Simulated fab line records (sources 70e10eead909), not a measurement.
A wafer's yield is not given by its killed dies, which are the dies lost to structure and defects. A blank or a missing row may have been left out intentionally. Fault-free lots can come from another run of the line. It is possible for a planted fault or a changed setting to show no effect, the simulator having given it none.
A struck lot beside a sound one || flow nand_harc || 21 steps out of a route of 1302
Sound: wafers L733.1, L733.3, L733.5. Struck: wafers L721.2, L721.3, L721.5. The cause comes at the end.
Order at every step that has rows: each side's tool, ch and its chambers, its first start. Under that, the readings that differ: sound wafers || struck wafers || difference of the means || sigmas: that difference in standard deviations of wafers without a fault.
alike: a reading whose means differ by less than 2 such deviations, as well as words and numbers matching on both sides. not compared: withheld readings; readings where some wafer has no value; bounds like >300 that might hide an equal value; numbers whose values overlap and for which the record gives no deviation.
Wherever a step has rows on one side only, a row that says differs or no value, or a row with sigmas, the two part there. When numbers do not overlap yet have no deviation, they are printed without sigmas and do not part them. Lack of a reading on every wafer of one side parts them only where that side has two or more wafers.

first, 10 steps without rows for these wafers: NHARC_P_M1_PRE_CLEAN_32 (time 12 s); NHARC_P_M1_DEP_33 (deposits SiCN, target thk 30 nm); NHARC_P_M2_DEP_00 (deposits SiOC, target thk 182.5 nm); NHARC_P_M2_DEHYDRATE_01 (time 120 s); NHARC_P_M2_HMDS_02 (time 30 s); NHARC_P_M2_COAT_34 (time 65 s); NHARC_P_M2_COAT_03 (resist thk 90 nm); NHARC_P_M2_SOFTBAKE_04 (time 55 s); NHARC_P_M2_EBR_05; NHARC_P_M2_EXPOSE_06 (exposes mask P M2, target cd 170 nm).
NHARC_P_M2_PEB_07: peb time 65 s.
  sound on litho_track-06 ch 0, day 15 05:10; struck on litho_track-06 ch 0, day 10 04:04
{"reading": "heater_power_total_W (W)", "sound": "156.9 156.0 157.1", "struck": "160.7 160.9 160.7", "difference": "+4.1", "sigmas": "+9"}
{"reading": "plate_temp_C (C)", "sound": "100.06 100.07 99.82", "struck": "102.26 102.33 102.12", "difference": "+2.25", "sigmas": "+16"}
then, 1 step without rows for these wafers: NHARC_P_M2_DEVELOP_08 (develop time 35 s).
NHARC_P_M2_CD_MEAS_09: target cd 170 nm.
  sound on cd_sem-03 ch 0, day 15 05:15; struck on cd_sem-02 ch 0
{"reading": "cd_nm (nm)", "sound": "169.9 169.4 169.1", "struck": "177.3 177.6 176.1", "difference": "+7.5", "sigmas": "+17"}
  not compared: hold
NHARC_P_M2_OVL_MEAS_10: pitch 340 nm.
  struck on overlay-02, day 10 08:04; sound on overlay-01, day 15 05:20
{"reading": "hold", "sound": "- - -", "struck": "await_dispo/3.6h/release await_dispo/3.6h/release await_dispo/3.6h/release", "difference": "no value on the sound wafers", "sigmas": ""}
  alike: overlay_x_nm, overlay_y_nm
NHARC_P_M2_DESCUM_14: chemistry O2, time 3 s.
  sound on rie_diel-13 ch 1,2, day 15 05:26; struck on rie_diel-13 ch 0,3, day 10 08:14
{"reading": "model.P_M2.cd_nm (nm)", "sound": "169.9 169.3 169.1", "struck": "176.7 176.6 175.6", "difference": "+6.9", "sigmas": ""}
  alike: drypump_motor_current_A, oes_product_au, rf_vpp_V, showerhead_plenum_p_Torr, throttle_valve_pct
  not compared: rf_hours_counter_h
then, 2 steps without rows for these wafers: NHARC_P_M2_ETCH_35 (etches the open film in N2/H2, target depth 40 nm, overetch 12 nm, time 43.94 s); NHARC_P_M2_ETCH_15 (etches the open film in C4F8/Ar, target depth 182.5 nm, time 91.2 s).
NHARC_P_M2_CD_MEAS_16:
  struck on cd_sem-03, day 10 08:50; sound on cd_sem-03, day 15 05:47
{"reading": "cd_nm (nm)", "sound": "169.4 168.7 168.5", "struck": "176.5 176.3 176.0", "difference": "+7.4", "sigmas": "+13"}
  not compared: hold
NHARC_P_M2_STRIP_18: strips in N2/H2.
  sound on rie_diel-02 ch 1,3, day 15 05:53; struck on rie_diel-13 ch 1,2,3, day 10 11:03
{"reading": "hold", "sound": "- - -", "struck": "await_dispo/2.1h/release await_dispo/2.1h/release await_dispo/2.1h/release", "difference": "no value on the sound wafers", "sigmas": ""}
  alike: drypump_motor_current_A, oes_product_au, rf_vpp_V, showerhead_plenum_p_Torr, throttle_valve_pct
  not compared: rf_hours_counter_h
NHARC_P_M2_ETCH_28: etches the open film in CF4/N2, target depth 30 nm, time 72.99 s.
  sound on rie_diel-02 ch 0,1,2; struck on rie_diel-13 ch 0,1,3
{"reading": "model.P_M2.cd_nm (nm)", "sound": "169.7 168.9 169.1", "struck": "176.5 176.7 175.8", "difference": "+7.1", "sigmas": ""}
  alike: drypump_motor_current_A, oes_product_au, rf_vpp_V, showerhead_plenum_p_Torr, throttle_valve_pct
  not compared: rf_hours_counter_h
then, 1 step without rows for these wafers: NHARC_P_M2_STRIP_19 (strips in post etch residue remover, time 600 s).

== WHERE THEY PART ==
Earliest at NHARC_P_M2_PEB_07; latest, in this record, at NHARC_P_M2_STRIP_18. Later steps at which nothing parts them and some readings are alike: NHARC_P_M2_ETCH_28.

WHY: what the simulator had put in
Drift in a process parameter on litho_track-06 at NHARC_P_M2_PEB_07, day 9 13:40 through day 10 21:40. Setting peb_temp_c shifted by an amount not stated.
